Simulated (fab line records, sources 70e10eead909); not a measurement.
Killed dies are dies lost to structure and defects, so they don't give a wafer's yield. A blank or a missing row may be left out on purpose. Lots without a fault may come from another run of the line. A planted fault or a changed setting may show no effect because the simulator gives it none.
fab line records | flow nand_harc
record lots=7 wafers=21 last_day=24
route steps=1159 shown P_STI@92 P_GATE@110 END@1159
lots that met no fault: from a run of the same line without faults
start_h: hours from the record's first day to the start of the lot's first wafer shown | wait_h: hours since the lot's step before | " the same as in the row above | L1.1+2: a row that stands for several wafers | - no value, or no start given | * or withheld: withheld | < > ~ a bound
route shown NAME@n: a module of which the file shows steps, and the number in the route of the first | usual: mean/standard deviation of fault-free wafers | same: alike in all rows | chamber/n: place in a boat | sites: the reading at each site | _std_site: their standard deviation | _edge_site: outer sites' mean less inner sites' | radius_mm: how far each site lies from the wafer's centre | mask NAME#n: copy n | behind: the tool/chamber that last shaped the wafer | hold: why the lot was held/for how many hours/how that ended | device: the transistor (n, p or np) that didn't switch | end of line: the same wafers' tests at the end of the route | a step without rows: its recipe alone | killed: dies lost to structure and defects at the first sort, not the wafer's yield | map: a wafer's dies, x killed, . not, _ none there
set.NAME: the setting as run; set.NAME@STEP: as run at that earlier step | model.NAME: the simulator's own value behind a step, which no gauge read
lots at some steps of the route; a table a step, a row a wafer
services: from which hour (start_h, from the record's first day; less than 0 if before it) a tool's chamber was out of use, for how many hours, and why
## steps
# step NHARC_P_STI_OCD_MEAS_17
# usual trench_depth_nm=302/3.1 trench_foot_cd_nm=157.3/1.8
# columns lot.wafer tool chamber start_h wait_h trench_depth_nm trench_foot_cd_nm
L689.3 ocd-01 - 51.54 0.1 298 159.2
L689.4 " - " " 297 158.1
L689.6 " - " " 296 158.9
L691.4 ocd-02 - 62.66 0.1 302 157.1
L691.5 " - " " 300 157.5
L691.6 " - " " 301 158.2
L694.2 ocd-01 - 77.65 0.1 300 156.9
L694.3 " - " " 304 155.5
L694.6 " - " " 305 155.8
L696.3 ocd-01 - 91.25 0.1 304 156.0
L696.4 " - " " 303 157.7
L696.5 " - " " 300 158.1
L700.3 ocd-01 - 115.10 0.1 306 155.1
L700.5 " - " " 306 157.0
L700.6 " - " " 303 156.8
L701.2 ocd-01 - 123.32 0.1 299 158.3
L701.3 " - " " 303 157.6
L701.5 " - " " 297 156.7
L705.2 ocd-02 - 146.25 0.1 297 159.0
L705.4 " - " " 300 157.8
L705.5 " - " " 300 157.3
# step NHARC_P_STI_STRIP_19
# recipe time_s=900 temp_c=130 chemistry=SPM
# step NHARC_P_STI_PRECLEAN_32
# recipe time_s=* temp_c=50 bath_age_min=0 chemistry=SC1
# step NHARC_P_STI_SRD_23
# step NHARC_P_STI_OCD_MEAS_43
# usual trench_depth_nm=302/3 trench_foot_cd_nm=157.3/1.8
# columns lot.wafer tool chamber start_h wait_h trench_depth_nm trench_foot_cd_nm
L689.3 ocd-02 - 52.04 - 298 159.7
L689.4 " - " " 296 158.0
L689.6 " - " " 296 159.3
L691.4 ocd-02 - 63.18 - 302 157.2
L691.5 " - " " 300 156.7
L691.6 " - " " 301 158.3
L694.2 ocd-02 - 78.15 - 300 156.3
L694.3 " - " " 304 155.7
L694.6 " - " " 305 155.6
L696.3 ocd-02 - 91.76 - 303 156.0
L696.4 " - " " 303 157.6
L696.5 " - " " 300 157.6
L700.3 ocd-02 - 115.62 - 306 154.8
L700.5 " - " " 306 157.2
L700.6 " - " " 302 156.6
L701.2 ocd-01 - 123.83 - 300 158.2
L701.3 " - " " 303 158.0
L701.5 " - " " 297 156.2
L705.2 ocd-02 - 146.77 - 297 158.3
L705.4 " - " " 301 157.5
L705.5 " - " " 300 157.3
# step NHARC_P_STI_OXIDE_33
# recipe target_thk_a=100 temp_c=1000 ox_time_s=281 material=SiO2
# step NHARC_P_STI_HDPCVD_20
# recipe target_thk_a=withheld sigma_open_frac=withheld material=SiO2
# step NHARC_P_STI_ANNEAL_34
# recipe temp_c=1000 time_s=1800
# step NHARC_P_STI_CMP_21
# recipe t_overpolish_s=20 target_thk_nm=380.67
# usual motor_current_A=12.5/1.3 overpolish_run_s=20.000/0.0092
# columns lot.wafer tool chamber start_h wait_h motor_current_A overpolish_run_s
L689.3 cmp-04 0 69.71 0.4 11.9 19.992
L689.4 " 2 " " 15.9 20.009
L689.6 " 0 " " 11.6 19.997
L691.4 cmp-04 1 82.69 0.4 12.7 20.006
L691.5 " 2 " " 15.9 20.001
L691.6 " 3 " " 10.5 19.982
L694.2 cmp-02 3 99.45 0.4 11.7 19.994
L694.3 " 1 " " 13.8 19.990
L694.6 " 2 " " 13.7 20.004
L696.3 cmp-01 2 111.51 0.4 10.2 20.004
L696.4 " 3 " " 12.2 20.000
L696.5 " 2 " " 10.1 20.003
L700.3 cmp-04 1 136.94 0.5 13.5 19.992
L700.5 " 0 " " 11.0 20.004
L700.6 " 1 " " 13.5 19.997
L701.3 cmp-02 0 142.67 0.4 13.4 20.010
L701.2 " 1 " " 14.1 19.997
L701.5 " 3 " " 10.9 19.999
L705.2 cmp-04 1 166.68 0.4 13.6 20.011
L705.4 " 2 " " 15.8 20.005
L705.5 " 1 " " 13.3 20.003
# step NHARC_P_STI_SRD_35
# step NHARC_P_STI_ETCH_36
# recipe target_depth_a=388 chemistry=dHF material=SiO2
# step NHARC_P_STI_STRIP_24
# recipe temp_c=160 chemistry=H3PO4 material=Si3N4
# usual bath_heat_duty_pct=28/3.1
# columns lot.wafer tool chamber start_h wait_h bath_heat_duty_pct
L689.4 wet_bench-04 4 70.03 0.0 26
L689.3 " 6 " " 29
L689.6 " 0 " " 25
L691.6 wet_bench-04 5 82.96 0.0 32
L691.4 " 7 " " 30
L691.5 " 0 " " 29
L694.6 wet_bench-04 0 99.77 0.0 29
L694.2 " 1 " " 29
L694.3 " 2 " " 29
L696.3 wet_bench-04 0 111.82 0.0 28
L696.5 " 1 " " 29
L696.4 " 2 " " 27
L700.6 wet_bench-04 7 137.25 0.0 27
L700.3 " 1 " " 29
L700.5 " 3 " " 23
L701.5 wet_bench-04 6 142.98 0.0 29
L701.2 " 0 " " 28
L701.3 " 1 " " 28
L705.4 wet_bench-05 5 167.02 0.0 31
L705.2 " 1 " " 24
L705.5 " 2 " " 29
# step NHARC_P_STI_ETCH_37
# recipe target_depth_a=110 chemistry=dHF material=SiO2
# step NHARC_P_STI_PRECLEAN_38
# recipe time_s=* temp_c=50 bath_age_min=0 chemistry=SC1
# step NHARC_P_STI_SRD_39
# step NHARC_P_STI_OXIDE_40
# recipe target_thk_a=100 temp_c=900 ox_time_s=1362 material=SiO2
# step NHARC_P_STI_INSPECT_25
# usual raw_defect_count=224/76
# columns lot.wafer tool chamber start_h wait_h raw_defect_count
L689.3 defect_inspect-01 - 78.10 0.4 245
L689.4 " - " " 254
L689.6 " - " " 264
L691.4 defect_inspect-02 - 93.32 0.4 215
L691.5 " - " " 178
L691.6 " - " " 201
L694.2 defect_inspect-02 - 108.93 0.4 163
L694.3 " - " " 112
L694.6 " - " " 237
L696.3 defect_inspect-02 - 118.91 0.4 517
L696.4 " - " " 539
L696.5 " - " " 636
L700.3 defect_inspect-01 - 146.34 0.4 562
L700.5 " - " " 531
L700.6 " - " " 690
L701.2 defect_inspect-02 - 152.85 0.4 580
L701.3 " - " " 654
L701.5 " - " " 612
L705.2 defect_inspect-01 - 175.11 0.4 446
L705.4 " - " " 219
L705.5 " - " " 356
# step NHARC_P_GATE_ETCH_69
# recipe target_depth_a=140 chemistry=dHF material=SiO2
# step NHARC_P_GATE_PRECLEAN_70
# recipe time_s=* temp_c=50 bath_age_min=0 chemistry=SC1
# step NHARC_P_GATE_SRD_01
# step NHARC_P_GATE_OXIDE_02
# recipe target_thk_a=375 temp_c=950 p_h2o_torr=720 ox_time_s=365 material=SiO2
# step NHARC_P_GATE_DEHYDRATE_03
# recipe temp_c=150 time_s=120
# step NHARC_P_GATE_HMDS_04
# recipe time_s=30
# step NHARC_P_GATE_COAT_05
# recipe spin_rpm=4690
# step NHARC_P_GATE_SOFTBAKE_06
# recipe temp_c=122 time_s=95
# step NHARC_P_GATE_EBR_07
# step NHARC_P_GATE_EXPOSE_08
# recipe na=0.6 dose_mj=16.75 mask_id=P_HV
# step NHARC_P_GATE_PEB_09
# recipe peb_temp_c=118 peb_time_s=85
# step NHARC_P_GATE_DEVELOP_10
# recipe time_s=70
# step NHARC_P_GATE_CD_MEAS_11
# recipe target_cd_nm=1640 landing_energy_ev=500
# usual cd_nm=1640.5/1.3
# columns lot.wafer tool chamber start_h wait_h cd_nm
L689.3 cd_sem-01 0 87.05 - 1640.3
L689.4 " 0 " " 1640.4
L689.6 " 0 " " 1640.4
L691.4 cd_sem-03 0 101.62 - 1642.0
L691.5 " 0 " " 1641.5
L691.6 " 0 " " 1642.8
L694.2 cd_sem-02 0 116.95 - 1640.2
L694.3 " 0 " " 1638.3
L694.6 " 0 " " 1641.3
L696.3 cd_sem-02 0 127.13 - 1637.4
L696.4 " 0 " " 1637.9
L696.5 " 0 " " 1637.9
L700.3 cd_sem-03 0 154.58 - 1642.1
L700.5 " 0 " " 1643.7
L700.6 " 0 " " 1640.1
L701.2 cd_sem-02 0 161.06 - 1640.4
L701.3 " 0 " " 1640.5
L701.5 " 0 " " 1639.6
L705.2 cd_sem-01 0 183.37 - 1640.2
L705.4 " 0 " " 1642.0
L705.5 " 0 " " 1641.2
# step NHARC_P_GATE_HARDBAKE_12
# recipe temp_c=125 time_s=80
# step NHARC_P_GATE_DESCUM_13
# recipe time_s=3 o2_flow_sccm=200 ar_flow_sccm=0 bias_power_w=0 chemistry=O2
# usual chamber_pressure_mTorr=60.01/0.049 drypump_motor_current_A=5.58/0.29 oes_product_au=1.003/0.0073 rf_vpp_V=57.8/0.92 showerhead_plenum_p_Torr=1.94/0.072 throttle_valve_pct=11.311/0.0086
# columns lot.wafer tool chamber start_h wait_h chamber_pressure_mTorr drypump_motor_current_A oes_product_au rf_hours_counter_h rf_vpp_V showerhead_plenum_p_Torr throttle_valve_pct
L689.4 rie_diel-12 0 87.21 - 60.02 5.53 0.997 8 57.3 2.02 11.326
L689.3 " 1 " " 59.94 5.77 1.008 9 57.7 1.91 11.306
L689.6 " 3 " " 60.07 5.43 1.004 - 56.0 1.85 11.303
L691.4 rie_diel-04 2 101.82 - 59.93 5.07 0.998 58 58.2 1.95 11.311
L691.6 " 3 " " 60.00 5.76 0.993 - 57.3 1.99 11.313
L691.5 " 0 " " 60.04 5.37 1.001 - 59.1 1.88 11.321
L694.2 rie_diel-02 2 117.12 - 59.99 6.24 0.998 49 58.3 2.03 11.313
L694.3 " 3 " " 60.01 4.90 1.015 47 58.7 1.92 11.311
L694.6 " 2 " " 60.01 6.23 1.013 - 57.4 2.03 11.323
L696.3 rie_diel-04 2 127.28 - 59.95 5.07 1.003 1 57.8 1.95 11.305
L696.5 " 2 " " 60.00 5.07 1.016 - 57.2 1.95 11.325
L696.4 " 0 " " 60.02 5.38 1.013 - 56.7 1.87 11.320
L700.3 rie_diel-12 1 154.86 - 59.97 5.78 1.000 23 58.7 1.91 11.319
L700.5 " 2 " " 59.95 5.85 0.994 - 57.6 1.85 11.323
L700.6 " 1 " " 60.10 5.77 1.000 - 58.0 1.91 11.303
L701.2 rie_diel-12 0 161.22 - 59.94 5.53 1.008 23 57.2 2.02 11.326
L701.3 " 2 " " 59.96 5.85 0.990 24 57.0 1.85 11.321
L701.5 " 2 " " 59.98 5.86 1.000 - 57.9 1.85 11.305
L705.2 rie_diel-04 2 183.58 - 59.96 5.08 1.010 24 59.1 1.94 11.314
L705.4 " 3 " " 60.06 5.76 1.012 24 56.5 1.99 11.315
L705.5 " 1 " " 60.00 5.53 0.999 - 58.4 2.07 11.321
# step NHARC_P_GATE_ETCH_14
# recipe target_depth_a=488 chemistry=dHF material=SiO2
# step NHARC_P_GATE_STRIP_15
# recipe time_s=780 temp_c=130 chemistry=SPM
# step NHARC_P_GATE_PRECLEAN_71
# recipe time_s=* temp_c=50 bath_age_min=0 chemistry=SC1
# step NHARC_P_GATE_SRD_72
# step NHARC_P_GATE_OXIDE_16
# recipe target_thk_a=30 temp_c=875 ox_time_s=392 material=SiO2
# step NHARC_P_GATE_CVD_17
# recipe target_thk_a=1500 temp_c=620 time_s=900 material=poly-Si
# step NHARC_P_GATE_HM_DEP_102
# recipe target_thk_a=1200 temp_c=400 material=aC
# usual throttle_valve_pct=35.000/0.0098
# columns lot.wafer tool chamber start_h wait_h throttle_valve_pct
L689.3 acl_dep-01 0 99.42 0.6 35.006
L689.4 " 0 " " 34.999
L689.6 " 0 " " 35.012
L691.4 acl_dep-02 0 114.28 0.7 34.998
L691.5 " 0 " " 34.993
L691.6 " 0 " " 34.986
L694.2 acl_dep-03 0 133.44 1.5 35.001
L694.3 " 0 " " 34.995
L694.6 " 0 " " 35.000
L696.3 acl_dep-03 0 139.54 0.6 34.988
L696.4 " 0 " " 35.013
L696.5 " 0 " " 35.003
L700.3 acl_dep-01 0 167.49 0.6 34.994
L700.5 " 0 " " 34.998
L700.6 " 0 " " 35.003
L701.2 acl_dep-03 0 177.27 4.0 35.001
L701.3 " 0 " " 34.983
L701.5 " 0 " " 35.005
L705.2 acl_dep-03 0 197.90 2.5 35.005
L705.4 " 0 " " 34.994
L705.5 " 0 " " 35.012
# step NHARC_P_GATE_DEP_103
# recipe target_thk_a=300 target_thk_nm=30 temp_c=400 flow_sccm=200 rf_w=350 material=SiON
# usual heater_power_w=753/94
# columns lot.wafer tool chamber start_h wait_h heater_power_w since_wet_clean_h
L689.3 pecvd-03 2 99.92 0.4 747 157
L689.6 " 1 " " 878 -
L689.4 " 2 " " 750 -
L691.4 pecvd-01 0 114.90 0.5 778 -
L691.5 " 1 " " 723 -
L691.6 " 2 " " 738 -
L694.2 pecvd-03 1 134.03 0.5 820 10
L694.3 " 2 " " 844 10
L694.6 " 0 " " 572 -
L696.3 pecvd-01 1 140.02 0.4 766 71
L696.4 " 1 " " 756 -
L696.5 " 2 " " 693 -
L700.3 pecvd-03 0 167.96 0.4 637 44
L700.5 " 2 " " 708 -
L700.6 " 0 " " 654 -
L701.2 pecvd-03 0 177.83 0.5 677 54
L701.3 " 2 " " 778 54
L701.5 " 0 " " 675 -
L705.2 pecvd-02 1 198.70 0.7 712 33
L705.5 " 1 " " 713 -
L705.4 " 0 " " 704 -
# step NHARC_P_GATE_DEHYDRATE_18
# recipe temp_c=150 time_s=120
# step NHARC_P_GATE_INSPECT_28
# usual raw_defect_count=6.0/2.6
# columns lot.wafer tool chamber start_h wait_h raw_defect_count
L689.3 defect_inspect-02 - 100.71 0.0 7
L689.4 " - " " 4
L689.6 " - " " 4
L691.4 defect_inspect-01 - 115.65 0.0 2
L691.5 " - " " 2
L691.6 " - " " 5
L694.2 defect_inspect-01 - 134.80 0.0 6
L694.3 " - " " 5
L694.6 " - " " 5
L696.3 defect_inspect-01 - 140.95 0.0 398
L696.4 " - " " 391
L696.5 " - " " 380
L700.3 defect_inspect-02 - 168.74 0.0 372
L700.5 " - " " 382
L700.6 " - " " 421
L701.2 defect_inspect-02 - 178.51 0.0 405
L701.3 " - " " 398
L701.5 " - " " 435
L705.2 defect_inspect-02 - 199.38 0.0 9
L705.4 " - " " 9
L705.5 " - " " 7
# step NHARC_P_GATE_INSPECT_68
# usual raw_defect_count=211/73
# columns lot.wafer tool chamber start_h wait_h raw_defect_count
L689.3 defect_inspect-02 - 119.53 0.1 257
L689.4 " - " " 205
L689.6 " - " " 278
L691.4 defect_inspect-01 - 134.62 0.1 231
L691.5 " - " " 162
L691.6 " - " " 228
L694.2 defect_inspect-01 - 153.63 0.1 140
L694.3 " - " " 124
L694.6 " - " " 238
L696.3 defect_inspect-01 - 162.38 0.1 467
L696.4 " - " " 500
L696.5 " - " " 562
L700.3 defect_inspect-02 - 187.36 0.1 566
L700.5 " - " " 551
L700.6 " - " " 632
L701.2 defect_inspect-01 - 197.83 0.1 550
L701.3 " - " " 544
L701.5 " - " " 562
L705.2 defect_inspect-02 - 218.33 0.1 478
L705.4 " - " " 196
L705.5 " - " " 362
# step NHARC_END_SORT_01
# recipe temp_c=25
# usual killed_at_array=29/11 killed_at_other=0.6/0.89 killed_at_periphery=3.8/2.8 killed_dies=33/12 killed_open=3.5/1.9 killed_short=1.9/1.3
# same gross_dies=677
# columns lot.wafer tool chamber start_h wait_h killed_at_array killed_at_other killed_at_periphery killed_dies killed_open killed_short
L691.4 prober-02 0 475.84 3.4 13 0 2 15 4 2
L691.5 prober-02 0 476.65 3.7 20 0 1 21 4 1
L691.6 prober-02 0 477.46 4.1 14 0 3 17 4 3
L696.3 prober-02 0 490.70 3.1 30 0 70 100 1 1
L696.4 prober-02 0 491.48 3.4 23 0 81 104 3 1
L696.5 prober-02 0 492.27 3.7 29 1 49 79 4 2
L694.2 prober-01 0 490.87 2.8 23 1 5 29 3 2
L694.3 prober-01 0 491.68 3.1 20 1 2 23 2 3
L694.6 prober-01 0 494.11 4.0 22 0 2 24 3 0
L700.3 prober-01 0 515.69 3.1 44 2 46 92 3 2
L700.5 prober-01 0 517.25 3.6 36 0 85 121 1 1
L700.6 prober-01 0 518.03 3.9 36 1 57 94 0 2
L701.2 prober-01 0 533.69 2.8 23 1 71 95 3 3
L701.3 prober-01 0 534.49 3.1 21 0 47 68 4 4
L701.5 prober-01 0 536.09 3.7 19 0 82 101 2 3
L705.2 prober-02 0 563.53 2.8 12 2 2 16 3 0
L705.4 prober-02 0 565.11 3.4 17 1 2 20 4 1
L705.5 prober-02 0 565.90 3.7 13 0 2 15 1 3
# killed by level:class
L691.4 A_CHANNEL_HOLE_D1:chamber_film_flake=4 A_CONTACT:chamber_film_flake=2 P_GATE:geometric_particle:short=1 P_M2:geometric_particle:open=1 A_ONON_D1:geometric_particle:open=1 A_WL_FILL:geometric_particle:short=1 A_CONTACT:geometric_particle:open=1 A_BLC:geometric_particle:open=1
L691.5 A_STAIRCASE:chamber_film_flake=7 A_CHANNEL_HOLE_D1:chamber_film_flake=5 A_M0:chamber_film_flake=3 A_CHANNEL_FILL_D1:geometric_particle:open=2 A_CONTACT:geometric_particle:short=1 A_CONTACT:geometric_particle:open=1 A_M1:geometric_particle:open=1 P_CONTACT:chamber_film_flake=1
L691.6 A_CHANNEL_HOLE_D1:chamber_film_flake=4 A_M0:chamber_film_flake=2 P_GATE:geometric_particle:open=1 P_CONTACT:geometric_particle:short=1 P_CONTACT:geometric_particle:open=1 A_SOURCE_PLATE:geometric_particle:short=1 A_ONON_D1:geometric_particle:short=1 A_CHANNEL_FILL_D1:geometric_particle:open=1
L696.3 P_STI:unspecified=69 A_CHANNEL_HOLE_D1:chamber_film_flake=20 A_STAIRCASE:chamber_film_flake=2 A_WL_FILL:chamber_film_flake=2 A_CONTACT:chamber_film_flake=2 A_ONON_D1:geometric_particle:open=1 A_CONTACT:geometric_particle:short=1 P_ZERO_WELL:chamber_film_flake=1
L694.2 A_SLIT:chamber_film_flake=10 A_STAIRCASE:chamber_film_flake=4 P_BONDPAD:chamber_film_flake=3 A_CONTACT:chamber_film_flake=3 A_CHANNEL_HOLE_D1:chamber_film_flake=2 A_CHANNEL_HOLE_D1:geometric_particle:short=1 A_CHANNEL_FILL_D1:geometric_particle:open=1 A_M0:geometric_particle:open=1
L696.4 P_STI:unspecified=80 A_CHANNEL_HOLE_D1:chamber_film_flake=18 P_GATE:geometric_particle:open=1 A_ONON_D1:geometric_particle:open=1 A_CHANNEL_FILL_D1:geometric_particle:open=1 A_SGD_CUT:geometric_particle:short=1 A_STAIRCASE:chamber_film_flake=1 A_CONTACT:chamber_film_flake=1
L694.3 A_SLIT:chamber_film_flake=7 A_CONTACT:chamber_film_flake=5 A_STAIRCASE:chamber_film_flake=3 P_M1:geometric_particle:open=1 A_ONON_D1:geometric_particle:short=1 A_CHANNEL_HOLE_D1:chamber_film_flake=1 A_WL_FILL:geometric_particle:short=1 A_M0:geometric_particle:short=1
L696.5 P_STI:unspecified=47 A_CHANNEL_HOLE_D1:chamber_film_flake=16 A_WL_FILL:chamber_film_flake=3 P_ZERO_WELL:chamber_film_flake=2 A_M0:chamber_film_flake=2 A_STAIRCASE:chamber_film_flake=2 A_ONON_D1:geometric_particle:open=1 A_CHANNEL_FILL_D1:geometric_particle:open=1
L694.6 A_SLIT:chamber_film_flake=10 A_CHANNEL_HOLE_D1:chamber_film_flake=3 A_STAIRCASE:chamber_film_flake=3 A_CONTACT:chamber_film_flake=3 P_BONDPAD:chamber_film_flake=2 A_ONON_D1:geometric_particle:open=1 A_SGD_CUT:geometric_particle:open=1 A_CONTACT:geometric_particle:open=1
L700.3 P_STI:unspecified=41 A_CHANNEL_HOLE_D1:chamber_film_flake=18 A_SLIT:chamber_film_flake=16 A_CONTACT:chamber_film_flake=4 A_STAIRCASE:chamber_film_flake=3 A_CONTACT:geometric_particle:open=2 P_STI:chamber_film_flake=2 P_CONTACT:geometric_particle:open=1
L700.5 P_STI:unspecified=81 A_CHANNEL_HOLE_D1:chamber_film_flake=14 A_SLIT:chamber_film_flake=13 A_STAIRCASE:chamber_film_flake=5 P_STI:chamber_film_flake=4 A_CONTACT:chamber_film_flake=2 A_STAIRCASE:geometric_particle:short=1 A_SGD_CUT:geometric_particle:open=1
L700.6 P_STI:unspecified=52 A_CHANNEL_HOLE_D1:chamber_film_flake=13 A_SLIT:chamber_film_flake=12 A_STAIRCASE:chamber_film_flake=5 P_STI:chamber_film_flake=4 A_CONTACT:chamber_film_flake=3 A_M0:geometric_particle:short=2 P_BONDPAD:chamber_film_flake=1
L701.2 P_STI:unspecified=68 A_SLIT:chamber_film_flake=9 A_CONTACT:chamber_film_flake=5 A_CHANNEL_HOLE_D1:chamber_film_flake=3 A_STAIRCASE:chamber_film_flake=3 P_GATE:geometric_particle:open=1 P_CONTACT:geometric_particle:short=1 A_SGD_CUT:geometric_particle:open=1
L701.3 P_STI:unspecified=42 A_SLIT:chamber_film_flake=7 A_CONTACT:chamber_film_flake=7 A_STAIRCASE:chamber_film_flake=3 P_CONTACT:geometric_particle:short=2 P_CONTACT:geometric_particle:open=2 A_ONON_D1:geometric_particle:short=1 A_ONON_D1:geometric_particle:open=1
L701.5 P_STI:unspecified=79 A_SLIT:chamber_film_flake=10 A_CHANNEL_HOLE_D1:chamber_film_flake=3 A_STAIRCASE:chamber_film_flake=2 P_CONTACT:geometric_particle:open=1 P_M1:geometric_particle:open=1 A_ONON_D1:geometric_particle:short=1 A_WL_FILL:geometric_particle:short=1
L705.2 A_CHANNEL_HOLE_D1:chamber_film_flake=6 A_SGD_CUT:chamber_film_flake=2 THIN_TSV:chamber_film_flake=2 P_CONTACT:geometric_particle:open=1 P_M0:geometric_particle:open=1 A_CONTACT:geometric_particle:open=1 A_SLIT:chamber_film_flake=1 A_WL_FILL:chamber_film_flake=1
L705.4 A_CONTACT:chamber_film_flake=4 A_CHANNEL_HOLE_D1:chamber_film_flake=3 A_WL_FILL:chamber_film_flake=3 A_SGD_CUT:chamber_film_flake=2 P_CONTACT:geometric_particle:open=1 A_SOURCE_PLATE:geometric_particle:open=1 A_CONTACT:geometric_particle:short=1 A_BLC:geometric_particle:open=1
L705.5 A_CHANNEL_HOLE_D1:chamber_film_flake=4 A_WL_FILL:geometric_particle:short=2 A_WL_FILL:chamber_film_flake=2 A_CONTACT:chamber_film_flake=2 A_ONON_D1:geometric_particle:short=1 A_CONTACT:geometric_particle:open=1 P_GATE:chamber_film_flake=1 P_M1:chamber_film_flake=1
# map L696.4 (x killed, . not)
____________.____________
_________......._________
_______x.........._______
______.x.xx........______
_____.x.xx.........._____
____..xxxx...........____
____..xxx.x..........____
___x.x.xx..x..........___
___.....xxx...........___
__....xxxxxx...........__
__.....xxxxxx..........__
_.....xxxxxxx..........._
_.....xxxxxxxx.........._
_......xxxxxx..........._
_......xxxxxxx.........._
_....xxxxxxxxx.........._
..x...xxxxxxxx...........
......xxxxxxxx...........
.....x..xxxxx.x..........
.......xxxxxx............
.........x...............
_......................._
_......................._
_..........x............_
_......................._
_......................._
__.....................__
__.....................__
___...................___
___...................___
____.................____
____.................____
_____..............._____
______.............______
_______..........._______
_________......._________
____________.____________
# map L700.5 (x killed, . not)
____________.____________
_________......._________
_______xx........._______
______xx....x..x...______
_____....xx......x.._____
____xx...............____
____....x............____
___....x.x............___
___..x.xx.............___
__.....................__
__.....................__
_......................._
_......................._
_.......x..............._
_...x.........x..x......_
_..x..x................._
.x.x...x..x.xxxxxx.......
.x....x...xxxxxxx........
...xx......xxxxxxxx......
...x........xxxxxxxx.....
.x..x......xxxxxxxxx.....
_...x......xxxxxxxx.x..._
_...........xxxxxxx....._
_..........xxxxxxxxx...._
_.......x...xxxxxx......_
_............xxxx.x....._
__...........x..xx.....__
__......x....x........x__
___.........xx........___
___..........x........___
____.........x.......____
____................x____
_____..............._____
______.............______
_______..........._______
_________......._________
____________.____________
## services
# columns tool chamber start_h hours kind
cmp-04 - 47.06 0.9 repair
cmp-01 - 50.06 0.9 repair
cmp-04 - 55.96 1.6 repair
pecvd-01 - 56.00 13.0 pm
cmp-02 - 67.51 2.7 repair
cmp-01 - 78.76 0.6 repair
cmp-01 - 81.65 4.0 pm
pecvd-01 2 86.25 6.5 repair
cmp-04 - 86.56 0.2 repair
acl_dep-02 - 99.29 2.0 repair
cmp-04 - 105.11 4.0 pm
pecvd-03 - 111.00 13.0 pm
acl_dep-01 - 111.99 13.0 pm
rie_diel-04 - 112.09 9.0 pm
cmp-04 - 114.56 0.2 repair
rie_diel-12 3 116.65 4.4 repair
rie_diel-04 1 121.94 9.3 repair
cmp-02 - 128.62 4.0 pm
rie_diel-04 - 130.91 2.7 repair
rie_diel-12 3 146.58 16.9 repair
cmp-04 - 154.28 1.1 repair
wet_bench-04 - 163.20 8.0 pm
pecvd-01 2 188.40 30.7 repair
rie_diel-12 1 198.75 4.1 repair
## key
first_sign step=NHARC_P_STI_INSPECT_25 reading=raw_defect_count direction=up sigmas=4.8 usual=224 struck=591
effect step=NHARC_P_GATE_INSPECT_28 reading=raw_defect_count direction=up sigmas=99+ usual=6.0 struck=398
effect step=NHARC_P_GATE_INSPECT_68 reading=raw_defect_count direction=up sigmas=4.6 usual=211 struck=548
effect step=NHARC_END_SORT_01 reading=killed_at_periphery direction=up sigmas=22 usual=3.8 struck=65.3
more_kills_born_at NHARC_P_STI_STRIP_24@wet_bench-04=559
met_at NHARC_P_STI_STRIP_24
struck_wafers L696.3,L696.4,L696.5,L700.3,L700.5,L700.6,L701.2,L701.3,L701.5
tester_left_out L696,L700,L701
onset_between 99.77 111.82
fault kind=chamber_particle_source tool=wet_bench-04 chamber=- onset_h=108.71 steps=NHARC_P_STI_STRIP_24 rate_per_visit_cm2=0.6135 end_h=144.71
# tester_left_out: of these lots the tester's yield and bins aren't shown, on N5 and GAA mostly nor the transistor test; their killed dies are dies lost to structure and defects alone, not to doping, threshold or leakage, so they don't give the yield
